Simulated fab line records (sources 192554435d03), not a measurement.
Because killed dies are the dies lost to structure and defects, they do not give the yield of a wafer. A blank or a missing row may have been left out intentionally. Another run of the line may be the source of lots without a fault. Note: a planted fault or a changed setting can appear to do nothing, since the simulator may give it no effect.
Matching of chambers | flow n5-finfet | N5_BEOL_M15_DEP_53 on pecvd-02 has 3 sister chambers
The step deposits SiCN from 3MS/NH3, target thk 50 nm, time 17.8 s. 3 wafers are shown with their chamber, then 7 later ones without.

== WAFERS, EACH WITH ITS CHAMBER ==
wafer  | chamber | throttle-valve-pct (%)
L422.3 | 1       | 18.7
L426.6 | 2       | 17.9
L428.4 | 0       | 19.4

== WAFERS WHOSE CHAMBER IS MISSING ==
wafer  | throttle-valve-pct (%)
L428.5 | 17.6
L432.1 | 18.7
L432.3 | 19.7
L432.6 | 19.8
L439.1 | 18.7
L439.3 | 19.7
L439.5 | 18.0

== THE CHAMBER EACH PASSED THROUGH ==
wafer  | from the rows above | in truth
L428.5 | 2                   | 2
L432.1 | 1                   | 1
L432.3 | 0                   | 0
L432.6 | 0                   | 0
L439.1 | 1                   | 1
L439.3 | 0                   | 0
L439.5 | 2                   | 2
Placed correctly: 7 of 7. From these rows, 0 cannot be placed. Placed wrongly: 0.
How it was worked out, from the rows above alone: a wafer's distance from a chamber is the root of the sum, over the readings, of the square of ((its reading less the chamber's mean) divided by the reading's scatter). The wafer belongs to the nearest chamber; if the next one is less than 2 further off, it can't be placed. Each chamber's mean is taken over the wafers shown for it. The scatter: root of mean squared gap, hidden wafer to nearest shown wafer, with one shown wafer a chamber.
